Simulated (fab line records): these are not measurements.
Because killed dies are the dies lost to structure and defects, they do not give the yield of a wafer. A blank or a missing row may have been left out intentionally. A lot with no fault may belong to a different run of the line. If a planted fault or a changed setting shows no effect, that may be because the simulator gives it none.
fab line records | flow n5-finfet
record: lots: 24 wafers: 72 last-day: 19
route steps=1938 shown WELL_APT@28 PMOS_HMC_CHANNEL_EPI@66 FIN_SAQP@98 FIN_CUT@166
lots that met no fault: taken from a fault-free run of the same line
start-h: start of the lot's first displayed wafer, in hours after the record's first day | wait-h: hours since the lot's step before | " as in the row above | L1.1+2: one row covering several wafers at once | - either no value or no given start | * or withheld: withheld | < > ~ a bound
route shown NAME@n: NAME is a module with steps in the file, n the number in the route of the first one | usual: mean/standard deviation taken from wafers without a fault | same: alike in all rows | chamber/n: place in a boat | sites: each site's reading | _std_site: how widely they spread, as a standard deviation | _edge_site: mean of outer sites minus mean of inner sites | radius-mm: for every site, how far away it sits from the centre of the wafer | mask NAME#n: copy n | behind: the most recent tool/chamber to have shaped the wafer | hold: cause of the lot's hold/its duration in hours/its outcome | device: names the non-switching transistor (n, p or np) | end of line: the same wafers' tests at the end of the route | where a step has no rows: the recipe by itself | killed: dies lost to structure and defects at the first sort, not the wafer's yield | map: a wafer's dies, x killed, . not, _ none there
set.NAME: setting as actually run; set.NAME@STEP: the setting as run at that earlier step | model.NAME: the simulator's own value behind a step, which no gauge read
steps of the route over a sample of lots; a table a step, a row a wafer
services: from which hour (start-h, from the record's first day; less than 0 if before it) a tool's chamber was out of use, for how many hours, and why
== steps ==
step: N5_WELL_APT_CD_MEAS_08
recipe: target-cd-nm: 200 landing-energy-ev: 500 detector: se-inlens
usual: cd-nm: 199.5/1.6
columns lot.wafer tool chamber start-h wait-h cd-nm
L074.1 cd-sem-03 0 13.57 - 199.0
L074.4 " 0 " " 203.0
L074.6 " 0 " " 199.6
L075.2 cd-sem-01 0 19.56 - 198.9
L075.4 " 0 " " 198.8
L075.5 " 0 " " 196.1
L076.2 cd-sem-01 0 25.87 - 199.6
L076.3 " 0 " " 198.9
L076.5 " 0 " " 200.9
L077.1 cd-sem-03 0 32.01 - 198.5
L077.2 " 0 " " 199.6
L077.4 " 0 " " 197.0
L078.1 cd-sem-02 0 37.72 - 198.9
L078.2 " 0 " " 196.1
L078.4 " 0 " " 198.5
L079.1 cd-sem-01 0 43.96 - 196.3
L079.4 " 0 " " 197.6
L079.6 " 0 " " 197.7
L080.2 cd-sem-01 0 49.85 - 198.4
L080.3 " 0 " " 197.2
L080.4 " 0 " " 197.0
L081.3 cd-sem-02 0 55.82 - 201.1
L081.4 " 0 " " 198.2
L081.6 " 0 " " 203.1
L082.3 cd-sem-03 0 61.69 - 199.6
L082.4 " 0 " " 200.3
L082.6 " 0 " " 201.3
L083.2 cd-sem-03 0 67.76 - 200.8
L083.5 " 0 " " 198.7
L083.6 " 0 " " 197.8
L084.1 cd-sem-01 0 73.70 - 199.0
L084.3 " 0 " " 199.7
L084.5 " 0 " " 201.4
L085.2 cd-sem-01 0 79.95 - 200.8
L085.4 " 0 " " 201.3
L085.6 " 0 " " 200.5
L086.1 cd-sem-03 0 85.70 - 198.8
L086.2 " 0 " " 200.7
L086.3 " 0 " " 199.6
L087.1 cd-sem-03 0 91.75 - 201.8
L087.2 " 0 " " 200.6
L087.5 " 0 " " 200.1
L088.1 cd-sem-03 0 97.58 - 198.7
L088.4 " 0 " " 200.1
L088.5 " 0 " " 197.6
L089.1 cd-sem-03 0 103.85 - 198.0
L089.4 " 0 " " 200.5
L089.6 " 0 " " 199.0
L090.1 cd-sem-03 0 109.80 - 201.9
L090.5 " 0 " " 198.5
L090.6 " 0 " " 199.4
L091.1 cd-sem-01 0 115.73 - 199.9
L091.2 " 0 " " 198.2
L091.4 " 0 " " 198.2
L092.2 cd-sem-01 0 121.69 - 201.7
L092.4 " 0 " " 202.3
L092.5 " 0 " " 201.9
L093.2 cd-sem-02 0 128.02 - 201.8
L093.4 " 0 " " 199.8
L093.6 " 0 " " 202.4
L094.4 cd-sem-01 0 133.78 - 202.0
L094.5 " 0 " " 200.6
L094.6 " 0 " " 200.2
L095.1 cd-sem-03 0 139.98 - 200.5
L095.3 " 0 " " 199.7
L095.6 " 0 " " 199.7
L096.1 cd-sem-01 0 145.71 - 196.1
L096.3 " 0 " " 196.9
L096.4 " 0 " " 198.6
L097.1 cd-sem-01 0 151.59 - 197.7
L097.3 " 0 " " 200.0
L097.6 " 0 " " 198.5
step: N5_PMOS_HMC_CHANNEL_EPI_OVL_MEAS_10
recipe: points-per-wafer: 44
usual: PMOS_HMC_BLK_OVL: -0.3/0.82
columns lot.wafer tool chamber start-h wait-h PMOS_HMC_BLK_OVL[nm]
L074.1 overlay-02 0 17.08 0.0 -1.1
L074.4 " 0 " " -1.4
L074.6 " 0 " " -1.1
L075.2 overlay-01 0 23.02 0.0 0.3
L075.4 " 0 " " 1.7
L075.5 " 0 " " -0.5
L076.2 overlay-01 0 29.55 0.0 0.5
L076.3 " 0 " " 0.7
L076.5 " 0 " " 0.4
L077.1 overlay-01 0 36.23 0.0 0.3
L077.2 " 0 " " 1.1
L077.4 " 0 " " 1.0
L078.1 overlay-02 0 41.37 0.0 1.1
L078.2 " 0 " " -0.9
L078.4 " 0 " " -0.1
L079.1 overlay-01 0 47.29 0.0 -0.6
L079.4 " 0 " " 0.3
L079.6 " 0 " " 0.5
L080.2 overlay-02 0 54.30 0.0 -1.6
L080.3 " 0 " " -0.7
L080.4 " 0 " " -1.2
L081.3 overlay-01 0 59.29 0.0 -0.3
L081.4 " 0 " " -1.4
L081.6 " 0 " " -1.1
L082.3 overlay-01 0 65.44 0.0 0.5
L082.4 " 0 " " -0.5
L082.6 " 0 " " 0.0
L083.2 overlay-01 0 71.38 0.0 0.7
L083.5 " 0 " " 0.0
L083.6 " 0 " " 0.6
L084.1 overlay-02 0 77.68 0.0 -0.7
L084.3 " 0 " " -0.8
L084.5 " 0 " " -1.2
L085.2 overlay-02 0 83.70 0.0 -0.7
L085.4 " 0 " " -0.1
L085.6 " 0 " " -0.5
L086.1 overlay-01 0 89.30 0.0 1.0
L086.2 " 0 " " 0.1
L086.3 " 0 " " -0.2
L087.1 overlay-01 0 95.26 0.0 -1.7
L087.2 " 0 " " -0.5
L087.5 " 0 " " -1.5
L088.1 overlay-01 0 101.11 0.0 -1.2
L088.4 " 0 " " -1.7
L088.5 " 0 " " -0.9
L089.1 overlay-01 0 107.93 0.0 -0.9
L089.4 " 0 " " 0.4
L089.6 " 0 " " 0.3
L090.1 overlay-01 0 113.44 0.0 -0.7
L090.5 " 0 " " -0.9
L090.6 " 0 " " -0.6
L091.1 overlay-02 0 119.09 0.0 -0.5
L091.2 " 0 " " -0.5
L091.4 " 0 " " -0.5
L092.2 overlay-02 0 125.13 0.0 0.0
L092.4 " 0 " " 0.4
L092.5 " 0 " " 0.7
L093.2 overlay-01 0 131.32 0.0 -0.8
L093.4 " 0 " " -0.2
L093.6 " 0 " " -0.1
L094.4 overlay-01 0 137.60 0.0 -0.2
L094.5 " 0 " " 0.3
L094.6 " 0 " " 0.3
L095.1 overlay-01 0 143.41 0.0 -0.5
L095.3 " 0 " " -1.0
L095.6 " 0 " " 0.0
L096.1 overlay-01 0 149.53 0.0 0.4
L096.3 " 0 " " -1.0
L096.4 " 0 " " -0.8
L097.1 overlay-01 0 155.12 0.0 -0.4
L097.3 " 0 " " 0.3
L097.6 " 0 " " -0.8
step: N5_FIN_SAQP_PECVD_47
recipe: material: a-Si target-thk-a: 450 temp-c: 400 precursor: SiH4/He pressure-torr: 3 rf-w: 100 time-s: 36.3
usual: heater-power-w: 839/85 showerhead-plenum-p-Torr: 5.66/0.044 throttle-valve-pct: 17.8/0.73
same: time-s: 36.3
columns lot.wafer tool chamber start-h wait-h heater-power-w showerhead-plenum-p-Torr throttle-valve-pct
L074.1 pecvd-04 0 20.95 0.0 800 5.64 18.0
L074.4 " 2 " " 878 5.64 17.5
L074.6 " 0 " " 833 5.68 18.3
L075.2 pecvd-03 1 28.69 0.0 773 5.66 17.8
L075.4 " 1 " " 780 5.65 17.5
L075.5 " 0 " " 876 5.64 18.3
L076.2 pecvd-03 2 34.29 0.0 775 5.60 17.3
L076.3 " 1 " " 811 5.67 17.6
L076.5 " 0 " " 770 5.64 18.2
L077.1 pecvd-03 1 39.76 0.0 835 5.65 17.7
L077.2 " 2 " " 871 5.62 17.5
L077.4 " 1 " " 837 5.65 17.7
L078.1 pecvd-04 2 46.58 0.0 832 5.64 17.3
L078.2 " 1 " " 1043 5.66 17.4
L078.4 " 2 " " 818 5.64 17.7
L079.1 pecvd-01 0 50.87 0.0 828 5.77 19.0
L079.4 " 2 " " 696 5.59 16.4
L079.6 " 0 " " 827 5.75 18.6
L080.2 pecvd-04 0 57.84 0.0 828 5.67 18.1
L080.3 " 1 " " 1036 5.67 17.7
L080.4 " 1 " " 849 5.67 17.4
L081.3 pecvd-01 2 63.30 0.0 851 5.58 16.1
L081.4 " 2 " " 688 5.60 16.1
L081.6 " 0 " " 856 5.77 18.9
L082.3 pecvd-01 1 69.30 0.0 761 5.68 18.2
L082.4 " 0 " " 847 5.75 18.4
L082.6 " 1 " " 768 5.66 18.5
L083.2 pecvd-01 1 75.20 0.0 721 5.67 18.2
L083.5 " 1 " " 722 5.66 18.1
L083.6 " 2 " " 776 5.60 16.3
L084.1 pecvd-01 0 81.67 0.0 726 5.77 18.7
L084.3 " 2 " " 793 5.60 16.4
L084.5 " 2 " " 814 5.59 16.5
L085.2 pecvd-03 1 87.58 0.0 826 5.66 17.4
L085.4 " 2 " " 837 5.63 17.2
L085.6 " 0 " " 774 5.64 18.3
L086.1 pecvd-01 0 93.32 0.0 855 5.76 18.7
L086.2 " 2 " " 807 5.60 16.1
L086.3 " 1 " " 746 5.67 18.4
L087.1 pecvd-01 0 98.81 0.0 850 5.76 18.7
L087.2 " 2 " " 710 5.58 16.5
L087.5 " 1 " " 726 5.66 18.3
L088.1 pecvd-04 2 104.67 0.0 964 5.66 17.8
L088.4 " 2 " " 965 5.64 17.7
L088.5 " 1 " " 959 5.69 17.6
L089.1 pecvd-01 2 111.39 0.0 700 5.60 16.3
L089.4 " 1 " " 737 5.68 18.3
L089.6 " 2 " " 711 5.59 16.2
L090.1 pecvd-03 0 117.05 0.0 758 5.64 18.5
L090.5 " 0 " " 757 5.65 18.6
L090.6 " 1 " " 820 5.65 17.8
L091.1 pecvd-03 0 122.57 0.0 772 5.64 18.2
L091.2 " 1 " " 803 5.64 17.4
L091.4 " 2 " " 901 5.61 17.2
L092.2 pecvd-04 0 128.59 0.0 892 5.66 18.4
L092.4 " 0 " " 923 5.66 18.1
L092.5 " 2 " " 941 5.65 17.8
L093.2 pecvd-04 1 135.23 0.0 1009 5.68 17.3
L093.4 " 1 " " 1054 5.67 17.3
L093.6 " 0 " " 941 5.67 18.2
L094.4 pecvd-04 0 141.56 0.1 888 5.67 18.2
L094.5 " 0 " " 910 5.67 18.3
L094.6 " 1 " " 898 5.68 17.6
L095.1 pecvd-04 1 148.02 0.0 914 5.69 17.6
L095.3 " 1 " " 903 5.66 17.1
L095.6 " 1 " " 913 5.67 17.6
L096.1 pecvd-03 0 153.23 0.0 787 5.65 18.7
L096.3 " 2 " " 879 5.61 17.0
L096.4 " 1 " " 767 5.65 17.8
L097.1 pecvd-04 0 158.91 0.0 924 5.66 18.4
L097.3 " 1 " " 984 5.67 17.2
L097.6 " 0 " " 945 5.66 18.3
step: N5_FIN_SAQP_PECVD_06
recipe: material: a-Si target-thk-a: 600 temp-c: 400 precursor: SiH4/He pressure-torr: 3 rf-w: 100 time-s: 48.1
usual: heater-power-w: 837/83 showerhead-plenum-p-Torr: 5.66/0.044 throttle-valve-pct: 17.8/0.76
same: time-s: 48.1
columns lot.wafer tool chamber start-h wait-h heater-power-w showerhead-plenum-p-Torr throttle-valve-pct
L074.1 pecvd-04 0 21.04 0.0 951 5.67 17.9
L074.4 " 2 " " 830 5.64 17.7
L074.6 " 0 " " 962 5.66 18.4
L075.2 pecvd-03 1 28.77 0.0 821 5.66 17.7
L075.4 " 1 " " 805 5.67 17.7
L075.5 " 0 " " 827 5.65 18.1
L076.2 pecvd-03 2 34.38 0.0 784 5.62 17.1
L076.3 " 1 " " 825 5.65 17.7
L076.5 " 0 " " 809 5.65 18.1
L077.1 pecvd-03 1 39.84 0.0 805 5.66 17.6
L077.2 " 2 " " 873 5.61 17.1
L077.4 " 1 " " 818 5.64 17.6
L078.1 pecvd-04 2 46.67 0.0 851 5.65 17.5
L078.2 " 1 " " 957 5.67 17.3
L078.4 " 2 " " 879 5.64 17.4
L079.1 pecvd-01 0 50.95 0.0 812 5.77 18.9
L079.4 " 2 " " 801 5.58 16.5
L079.6 " 0 " " 816 5.75 18.6
L080.2 pecvd-04 0 57.92 0.0 914 5.67 18.3
L080.3 " 1 " " 889 5.68 17.5
L080.4 " 1 " " 890 5.69 17.4
L081.3 pecvd-01 2 63.38 0.0 780 5.60 16.1
L081.4 " 2 " " 800 5.59 16.3
L081.6 " 0 " " 861 5.75 18.7
L082.3 pecvd-01 1 69.39 0.0 775 5.67 18.5
L082.4 " 0 " " 802 5.76 18.7
L082.6 " 1 " " 781 5.65 18.7
L083.2 pecvd-01 1 75.28 0.0 681 5.65 18.5
L083.5 " 1 " " 665 5.65 18.4
L083.6 " 2 " " 798 5.60 16.3
L084.1 pecvd-01 0 81.76 0.0 864 5.76 18.9
L084.3 " 2 " " 737 5.60 16.2
L084.5 " 2 " " 737 5.61 16.0
L085.2 pecvd-03 1 87.66 0.0 838 5.66 17.6
L085.4 " 2 " " 774 5.63 17.1
L085.6 " 0 " " 773 5.65 18.4
L086.1 pecvd-01 0 93.41 0.0 851 5.75 18.6
L086.2 " 2 " " 769 5.60 16.3
L086.3 " 1 " " 787 5.66 18.4
L087.1 pecvd-01 0 98.89 0.0 786 5.76 18.9
L087.2 " 2 " " 732 5.60 16.3
L087.5 " 1 " " 733 5.67 18.5
L088.1 pecvd-04 2 104.76 0.0 810 5.64 17.6
L088.4 " 2 " " 789 5.65 17.6
L088.5 " 1 " " 878 5.67 17.3
L089.1 pecvd-01 2 111.47 0.0 744 5.60 16.2
L089.4 " 1 " " 715 5.66 18.3
L089.6 " 2 " " 733 5.60 16.0
L090.1 pecvd-03 0 117.13 0.0 818 5.64 18.5
L090.5 " 0 " " 839 5.65 18.5
L090.6 " 1 " " 835 5.65 17.5
L091.1 pecvd-03 0 122.65 0.0 806 5.65 18.8
L091.2 " 1 " " 753 5.66 17.7
L091.4 " 2 " " 892 5.61 17.2
L092.2 pecvd-04 0 128.71 0.0 860 5.67 18.3
L092.4 " 0 " " 835 5.67 18.4
L092.5 " 2 " " 876 5.66 17.5
L093.2 pecvd-04 1 135.31 0.0 1015 5.67 17.6
L093.4 " 1 " " 1019 5.69 17.5
L093.6 " 0 " " 911 5.67 18.2
L094.4 pecvd-04 0 141.69 0.0 879 5.65 18.1
L094.5 " 0 " " 860 5.67 18.3
L094.6 " 1 " " 1023 5.69 17.6
L095.1 pecvd-04 1 148.14 0.0 955 5.68 17.5
L095.3 " 1 " " 930 5.68 17.2
L095.6 " 1 " " 924 5.66 17.7
L096.1 pecvd-03 0 153.31 0.0 835 5.65 18.6
L096.3 " 2 " " 887 5.62 17.2
L096.4 " 1 " " 813 5.66 17.5
L097.1 pecvd-04 0 159.04 0.0 770 5.65 18.6
L097.3 " 1 " " 916 5.68 17.5
L097.6 " 0 " " 808 5.65 18.4
step: N5_FIN_SAQP_OVL_MEAS_17
recipe: points-per-wafer: 44
usual: FIN_CORE_OVL: -0.1/0.88
columns lot.wafer tool chamber start-h wait-h FIN_CORE_OVL[nm]
L074.1 overlay-01 0 21.65 0.0 -0.6
L074.4 " 0 " " -0.8
L074.6 " 0 " " -1.5
L075.2 overlay-01 0 29.26 0.0 -0.1
L075.4 " 0 " " -0.5
L075.5 " 0 " " -0.9
L076.2 overlay-02 0 34.99 0.0 -0.1
L076.3 " 0 " " -1.0
L076.5 " 0 " " 0.3
L077.1 overlay-01 0 40.33 0.0 -1.6
L077.2 " 0 " " -1.5
L077.4 " 0 " " -1.2
L078.1 overlay-01 0 47.16 0.0 -1.4
L078.2 " 0 " " -1.6
L078.4 " 0 " " -0.2
L079.1 overlay-02 0 51.44 0.0 -0.7
L079.4 " 0 " " 0.7
L079.6 " 0 " " 0.0
L080.2 overlay-01 0 58.41 0.0 -1.6
L080.3 " 0 " " -1.1
L080.4 " 0 " " -0.8
L081.3 overlay-01 0 63.99 0.0 -0.3
L081.4 " 0 " " -1.0
L081.6 " 0 " " -1.6
L082.3 overlay-02 0 69.87 0.0 0.9
L082.4 " 0 " " 1.2
L082.6 " 0 " " 2.2
L083.2 overlay-02 0 76.60 0.0 -0.3
L083.5 " 0 " " -0.1
L083.6 " 0 " " -0.8
L084.1 overlay-02 0 82.37 0.0 0.5
L084.3 " 0 " " 0.2
L084.5 " 0 " " 1.6
L085.2 overlay-01 0 88.27 0.0 -1.4
L085.4 " 0 " " -1.6
L085.6 " 0 " " 0.5
L086.1 overlay-02 0 93.89 0.0 -0.2
L086.2 " 0 " " 0.0
L086.3 " 0 " " 0.4
L087.1 overlay-01 0 99.50 0.0 -1.3
L087.2 " 0 " " 0.3
L087.5 " 0 " " -0.3
L088.1 overlay-01 0 105.37 0.0 -1.0
L088.4 " 0 " " 0.2
L088.5 " 0 " " -0.8
L089.1 overlay-01 0 112.09 0.0 1.6
L089.4 " 0 " " 1.2
L089.6 " 0 " " 0.3
L090.1 overlay-02 0 117.75 0.0 -0.8
L090.5 " 0 " " 0.2
L090.6 " 0 " " 0.6
L091.1 overlay-02 0 123.27 0.0 0.7
L091.2 " 0 " " -0.4
L091.4 " 0 " " 0.4
L092.2 overlay-01 0 129.36 0.0 -0.2
L092.4 " 0 " " 0.7
L092.5 " 0 " " -0.5
L093.2 overlay-01 0 135.93 0.0 0.8
L093.4 " 0 " " 0.2
L093.6 " 0 " " -1.1
L094.4 overlay-02 0 142.18 0.0 1.1
L094.5 " 0 " " -0.9
L094.6 " 0 " " 0.9
L095.1 overlay-02 0 148.79 0.0 -0.1
L095.3 " 0 " " -1.5
L095.6 " 0 " " -0.5
L096.1 overlay-02 0 153.92 0.0 0.6
L096.3 " 0 " " 0.5
L096.4 " 0 " " 0.0
L097.1 overlay-02 0 159.68 0.0 0.8
L097.3 " 0 " " 0.2
L097.6 " 0 " " 1.1
step: N5_FIN_CUT_DESCUM_13
recipe: chemistry: O2 time-s: 7 source-power-w: 50 bias-power-w: 20 pressure-mtorr: 20 rf-frequency-hz: 2.712e+07 temp-c: 40 resist: CAR-EUV o2-flow-sccm: 225
usual: drypump-motor-current-A: 5.5/0.38 oes-product-au: 0.78/0.08 rf-vpp-V: 243.5/1.4 showerhead-plenum-p-Torr: 2.11/0.071 temp-c: 40.01/0.12 throttle-valve-pct: 20.56/0.2
same: time-s: 7
columns lot.wafer tool chamber start-h wait-h drypump-motor-current-A oes-product-au rf-hours-counter-h rf-vpp-V showerhead-plenum-p-Torr temp-c throttle-valve-pct
L074.1 rie-diel-04 2 29.33 0.2 5.0 0.68 225 244.9 2.15 39.95 20.79
L074.4 " 3 " " 5.4 0.72 185 242.2 2.07 40.04 20.58
L074.6 " 3 " " 5.3 0.70 - 242.9 2.07 39.77 20.59
L075.2 rie-diel-04 2 35.72 0.1 5.0 0.68 227 244.6 2.15 40.00 20.77
L075.4 " 1 " " 5.0 0.78 108 245.8 2.20 39.95 20.52
L075.5 " 3 " " 5.4 0.71 - 242.0 2.07 39.82 20.60
L076.2 rie-diel-02 2 40.12 0.0 5.7 0.79 109 243.3 2.20 40.03 20.42
L076.3 " 0 " " 5.6 0.84 60 244.4 2.13 39.98 20.52
L076.5 " 3 " " 5.7 0.69 - 241.6 1.97 40.32 20.54
L077.1 rie-diel-02 3 45.08 0.0 5.7 0.69 233 241.7 1.96 39.92 20.54
L077.2 " 2 " " 5.7 0.80 111 245.9 2.20 39.86 20.42
L077.4 " 1 " " 6.0 0.99 1 244.6 2.13 40.17 20.54
L078.1 rie-diel-02 0 51.99 0.0 5.6 0.84 64 242.6 2.13 40.15 20.53
L078.2 " 2 " " 5.7 0.80 114 244.8 2.20 39.97 20.41
L078.4 " 0 " " 5.6 0.84 - 242.2 2.13 39.95 20.54
L079.1 rie-diel-02 1 56.85 0.2 6.0 0.98 5 243.5 2.12 40.03 20.57
L079.4 " 2 " " 5.7 0.79 - 245.3 2.20 40.07 20.43
L079.6 " 1 " " 6.0 0.99 - 243.6 2.12 39.97 20.58
L080.2 rie-diel-05 2 63.93 0.4 5.7 0.78 116 242.7 2.02 39.90 20.66
L080.3 " 1 " " 6.2 0.85 46 242.5 2.11 40.22 20.39
L080.4 " 3 " " 5.4 0.77 136 241.7 2.01 40.01 20.28
L081.3 rie-diel-05 1 68.73 0.0 6.2 0.85 49 244.1 2.11 40.14 20.38
L081.4 " 2 " " 5.7 0.77 118 241.8 2.02 40.09 20.66
L081.6 " 3 " " 5.4 0.77 - 241.8 2.01 40.06 20.29
L082.3 rie-diel-02 2 75.99 0.0 5.7 0.78 125 245.3 2.19 39.94 20.44
L082.4 " 1 " " 6.0 0.94 15 243.2 2.12 39.84 20.57
L082.6 " 2 " " 5.7 0.78 - 246.2 2.19 39.99 20.44
L083.2 rie-diel-05 2 81.73 0.0 5.6 0.77 123 241.2 2.02 40.17 20.67
L083.5 " 2 " " 5.7 0.78 - 243.6 2.02 40.17 20.66
L083.6 " 1 " " 6.1 0.84 - 244.0 2.11 39.84 20.37
L084.1 rie-diel-04 1 87.25 0.1 5.0 0.78 118 244.9 2.20 40.02 20.53
L084.3 " 3 " " 5.3 0.70 198 242.9 2.06 39.94 20.60
L084.5 " 2 " " 4.9 0.67 - 243.7 2.14 39.94 20.78
L085.2 rie-diel-04 3 93.14 0.0 5.4 0.70 200 242.9 2.06 39.90 20.62
L085.4 " 2 " " 5.0 0.67 239 245.1 2.14 39.94 20.80
L085.6 " 1 " " 5.0 0.78 - 245.3 2.20 39.91 20.53
L086.1 rie-diel-05 2 99.45 0.5 5.7 0.76 129 240.8 2.02 40.05 20.68
L086.2 " 0 " " 5.0 0.69 226 245.7 2.16 39.87 20.99
L086.3 " 1 " " 6.2 0.84 59 245.2 2.11 40.05 20.38
L087.1 rie-diel-04 2 104.46 0.0 5.0 0.68 243 243.4 2.14 40.17 20.80
L087.2 " 0 " " 5.4 0.75 166 245.2 2.21 40.12 20.35
L087.5 " 3 " " 5.3 0.70 - 244.7 2.06 40.11 20.61
L088.1 rie-diel-02 0 110.14 0.0 5.6 0.81 86 243.6 2.12 40.09 20.53
L088.4 " 1 " " 6.1 0.92 26 243.7 2.12 40.06 20.62
L088.5 " 1 " " 6.0 0.92 - 243.3 2.12 39.97 20.59
L089.1 rie-diel-05 0 117.01 0.0 5.0 0.68 231 244.1 2.16 39.96 21.00
L089.4 " 2 " " 5.6 0.76 134 241.2 2.02 39.91 20.69
L089.6 " 1 " " 6.2 0.82 - 244.4 2.11 40.03 20.39
L090.1 rie-diel-02 0 122.49 0.0 5.6 0.80 89 244.4 2.12 40.11 20.54
L090.5 " 1 " " 6.0 0.91 - 243.1 2.12 40.09 20.60
L090.6 " 0 " " 5.6 0.80 - 243.4 2.12 39.98 20.55
L091.1 rie-diel-02 1 128.36 0.0 6.1 0.91 31 244.1 2.11 40.21 20.61
L091.2 " 2 " " 5.7 0.76 140 244.5 2.19 39.86 20.45
L091.4 " 2 " " 5.7 0.77 - 245.3 2.19 40.02 20.45
L092.2 rie-diel-05 1 134.33 0.0 6.2 0.82 68 244.8 2.11 39.97 20.39
L092.4 " 2 " " 5.7 0.77 138 242.3 2.02 40.30 20.68
L092.5 " 1 " " 6.2 0.83 - 243.7 2.11 40.00 20.40
L093.2 rie-diel-02 1 141.06 0.1 6.0 0.90 36 244.4 2.11 39.79 20.61
L093.4 " 2 " " 5.8 0.76 144 245.8 2.19 40.08 20.48
L093.6 " 1 " " 6.0 0.89 - 243.3 2.11 40.08 20.63
L094.4 rie-diel-05 1 148.02 0.0 6.2 0.82 73 243.6 2.11 40.07 20.41
L094.5 " 3 " " 5.4 0.75 - 241.5 2.00 40.01 20.32
L094.6 " 2 " " 5.7 0.76 - 241.6 2.02 39.98 20.70
L095.1 rie-diel-05 3 153.82 0.0 5.4 0.75 165 241.6 2.00 40.08 20.32
L095.3 " 1 " " 6.2 0.82 75 243.7 2.10 39.93 20.41
L095.6 " 3 " " 5.4 0.75 - 242.8 2.00 40.15 20.34
L096.1 rie-diel-02 3 159.38 0.0 5.7 0.94 8 244.8 2.22 40.22 20.19
L096.3 " 2 " " 5.7 0.76 149 244.5 2.19 39.98 20.48
L096.4 " 1 " " 6.1 0.89 41 243.7 2.11 39.89 20.62
L097.1 rie-diel-05 0 164.84 0.1 5.0 0.67 245 244.3 2.15 40.12 21.00
L097.3 " 2 " " 5.7 0.75 147 241.6 2.01 40.06 20.72
L097.6 " 0 " " 4.9 0.67 - 244.8 2.15 40.02 21.01
== services ==
columns tool chamber start-h hours kind
rie-diel-04 1 -2.22 7.0 repair
pecvd-03 0 0.22 6.6 repair
rie-diel-04 3 6.74 3.9 repair
rie-diel-02 3 10.81 5.2 repair
pecvd-04 - 10.86 1.2 repair
rie-diel-02 1 24.86 - clean
rie-diel-02 1 24.86 - consumable-replace:focus-ring
rie-diel-02 0 28.01 4.1 repair
pecvd-01 0 35.32 5.5 scheduled-down
rie-diel-04 - 38.56 2.8 pm
rie-diel-02 3 50.39 12.1 repair
rie-diel-04 - 54.55 14.6 pm
rie-diel-02 3 66.11 4.3 repair
rie-diel-05 0 66.63 1.9 repair
rie-diel-04 - 95.90 0.4 repair
pecvd-04 - 106.11 2.8 pm
pecvd-04 1 125.18 5.5 scheduled-down
rie-diel-05 2 128.71 1.6 repair
pecvd-04 2 138.79 - clean
pecvd-04 2 138.79 29.5 scheduled-down
pecvd-04 2 138.79 29.5 vent-cycle
rie-diel-05 - 139.60 0.4 repair
pecvd-03 - 146.85 5.5 pm
pecvd-03 - 161.70 1.3 repair
== key ==
fault none
